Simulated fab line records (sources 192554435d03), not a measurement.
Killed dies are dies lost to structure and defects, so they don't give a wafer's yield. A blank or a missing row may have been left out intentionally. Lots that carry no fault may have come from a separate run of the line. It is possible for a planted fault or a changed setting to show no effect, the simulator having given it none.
Split-lot experiment / flow n5Finfet / 7 lots, 21 wafers read, on a route of 1938 steps

== SPLIT DETAILS ==
At N5_GATE_CUT_DESCUM_18 (chemistry O2, time 7 s), the setting timeS was moved away from the recipe's 7 s on 7 of the 21 wafers read, by -17.1% to +22.1%. This setting was run at the recipe's value on the other wafers.

== FROM THE SPLIT ON TO THE READING: in between, the file shows 1 step ==
- N5_GATE_CUT_ETCH_28: etches underlayer in N2/H2, target depth 13 nm, time 10.4 s

== THE READING ==
CAR-EUV_of_GATE_CUT_COAT_07.thkNm (the simulator's own value, which no gauge read), in nm, at N5_GATE_CUT_ETCH_36 (etches SiARC in CF4, target depth 13 nm, time 21.7 s). No usual value for it is given in the file. Here, 14 wafers ran the recipe; their average is 7.0 nm with a standard deviation of 0.13 nm.

wafer=L079.1; tool, chamber at the split=rieDiel-03, 1,0,2; timeS as run, s=7; against the recipe=recipe; CAR-EUV_of_GATE_CUT_COAT_07.thkNm, nm=7; against lot-mates on the recipe=-
wafer=L079.4; tool, chamber at the split=rieDiel-03, 1,0,2; timeS as run, s=7; against the recipe=recipe; CAR-EUV_of_GATE_CUT_COAT_07.thkNm, nm=7; against lot-mates on the recipe=-
wafer=L079.6; tool, chamber at the split=rieDiel-03, 1,0,2; timeS as run, s=7; against the recipe=recipe; CAR-EUV_of_GATE_CUT_COAT_07.thkNm, nm=7; against lot-mates on the recipe=-
wafer=L080.1; tool, chamber at the split=rieDiel-03, 0,1,0; timeS as run, s=7; against the recipe=recipe; CAR-EUV_of_GATE_CUT_COAT_07.thkNm, nm=7.2; against lot-mates on the recipe=-
wafer=L080.5; tool, chamber at the split=rieDiel-03, 0,1,0; timeS as run, s=7; against the recipe=recipe; CAR-EUV_of_GATE_CUT_COAT_07.thkNm, nm=7.2; against lot-mates on the recipe=-
wafer=L080.6; tool, chamber at the split=rieDiel-03, 0,1,0; timeS as run, s=7; against the recipe=recipe; CAR-EUV_of_GATE_CUT_COAT_07.thkNm, nm=7.2; against lot-mates on the recipe=-
wafer=L082.1; tool, chamber at the split=rieDiel-06, 3,1,1; timeS as run, s=7; against the recipe=recipe; CAR-EUV_of_GATE_CUT_COAT_07.thkNm, nm=6.8; against lot-mates on the recipe=-
wafer=L082.2; tool, chamber at the split=rieDiel-06, 3,1,1; timeS as run, s=7; against the recipe=recipe; CAR-EUV_of_GATE_CUT_COAT_07.thkNm, nm=7; against lot-mates on the recipe=-
wafer=L082.6; tool, chamber at the split=rieDiel-06, 3,1,1; timeS as run, s=7; against the recipe=recipe; CAR-EUV_of_GATE_CUT_COAT_07.thkNm, nm=6.8; against lot-mates on the recipe=-
wafer=L084.2; tool, chamber at the split=rieDiel-03, 3; timeS as run, s=7; against the recipe=recipe; CAR-EUV_of_GATE_CUT_COAT_07.thkNm, nm=7; against lot-mates on the recipe=-
wafer=L084.3; tool, chamber at the split=rieDiel-03, 2; timeS as run, s=7; against the recipe=recipe; CAR-EUV_of_GATE_CUT_COAT_07.thkNm, nm=7; against lot-mates on the recipe=-
wafer=L084.4; tool, chamber at the split=rieDiel-03, 0; timeS as run, s=6.181; against the recipe=-11.7%; CAR-EUV_of_GATE_CUT_COAT_07.thkNm, nm=7.4; against lot-mates on the recipe=+0.4
wafer=L087.1; tool, chamber at the split=rieDiel-02, 0; timeS as run, s=7; against the recipe=recipe; CAR-EUV_of_GATE_CUT_COAT_07.thkNm, nm=7; against lot-mates on the recipe=-
wafer=L087.4; tool, chamber at the split=rieDiel-02, 1,3; timeS as run, s=8.547; against the recipe=+22.1%; CAR-EUV_of_GATE_CUT_COAT_07.thkNm, nm=6; against lot-mates on the recipe=-1.0
wafer=L087.6; tool, chamber at the split=rieDiel-02, 1,3; timeS as run, s=8.547; against the recipe=+22.1%; CAR-EUV_of_GATE_CUT_COAT_07.thkNm, nm=6.2; against lot-mates on the recipe=-0.8
wafer=L089.3; tool, chamber at the split=rieDiel-03, 2; timeS as run, s=5.803; against the recipe=-17.1%; CAR-EUV_of_GATE_CUT_COAT_07.thkNm, nm=7.4; against lot-mates on the recipe=+0.4
wafer=L089.4; tool, chamber at the split=rieDiel-03, 0; timeS as run, s=7; against the recipe=recipe; CAR-EUV_of_GATE_CUT_COAT_07.thkNm, nm=7; against lot-mates on the recipe=-
wafer=L089.5; tool, chamber at the split=rieDiel-03, 2; timeS as run, s=5.803; against the recipe=-17.1%; CAR-EUV_of_GATE_CUT_COAT_07.thkNm, nm=7.6; against lot-mates on the recipe=+0.6
wafer=L095.1; tool, chamber at the split=rieDiel-02, 3,1; timeS as run, s=8.152; against the recipe=+16.5%; CAR-EUV_of_GATE_CUT_COAT_07.thkNm, nm=6.4; against lot-mates on the recipe=-0.4
wafer=L095.3; tool, chamber at the split=rieDiel-02, 3,1; timeS as run, s=8.152; against the recipe=+16.5%; CAR-EUV_of_GATE_CUT_COAT_07.thkNm, nm=6.4; against lot-mates on the recipe=-0.4
wafer=L095.6; tool, chamber at the split=rieDiel-02, 3; timeS as run, s=7; against the recipe=recipe; CAR-EUV_of_GATE_CUT_COAT_07.thkNm, nm=6.8; against lot-mates on the recipe=-
The file does not say which wafer passed through which chamber wherever a row lists several chambers: such a row stands for several wafers.

THE FIT
A straight line over all 21 wafers: CAR-EUV_of_GATE_CUT_COAT_07.thkNm changes by -0.036 nm for each +1% of timeS; r = -0.95; the points scatter about the line by 0.13 nm.
The same after taking each lot's own level away (the mean of its wafers on the recipe; 21 wafers): -0.0332 nm for each +1%; r = -0.97; scatter 0.095 nm.
On that fit, the largest move of timeS shifts the reading by 0.73 nm.
The lots' own levels span 6.80 to 7.20 nm, that is 3.1 times the standard deviation above.
Hence the lot-to-lot level has little effect on the slope; both slopes agree.
Check: with one of the wafers moved furthest among these (+22.1%) left out of the fit, the line predicts -0.661 nm for it against its lot-mates. Against them it came out at -1 nm.

== OTHER SPLITS APPLIED TO THESE WAFERS ==
Note: prior to the reading, these wafers also went through further splits. Each is held against what the fit with the lots' levels taken away leaves over:
other split on the same wafers=N5_HKMG_FIN_ETCH_31 biasW; wafers away from the commonest value=10; r with CAR-EUV_of_GATE_CUT_COAT_07.thkNm (lot level and that fit taken away)=-0.24

== THE WHOLE CHAIN: every reading that the file lists as answering this split, in the file's order ==
step=N5_GATE_CUT_DESCUM_18; what it does=chemistry O2, time 7 s; reading=CAR-EUV_of_GATE_CUT_COAT_07.thkNm (the simulator's own value, which no gauge read); change (the file's fit)=-0.0316 nm for each +1% of the setting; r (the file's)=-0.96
step=N5_GATE_CUT_ETCH_28; what it does=etches underlayer in N2/H2, target depth 13 nm, time 10.4 s; reading=CAR-EUV_of_GATE_CUT_COAT_07.thkNm (the simulator's own value, which no gauge read); change (the file's fit)=-0.0348 nm for each +1% of the setting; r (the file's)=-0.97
step=N5_GATE_CUT_ETCH_36; what it does=etches SiARC in CF4, target depth 13 nm, time 21.7 s; reading=CAR-EUV_of_GATE_CUT_COAT_07.thkNm (the simulator's own value, which no gauge read); change (the file's fit)=-0.0334 nm for each +1% of the setting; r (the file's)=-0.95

== THE FILE'S OWN FIT ==
CAR-EUV_of_GATE_CUT_COAT_07.thkNm changes by -0.0334 nm for each +1% of timeS, r = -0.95.
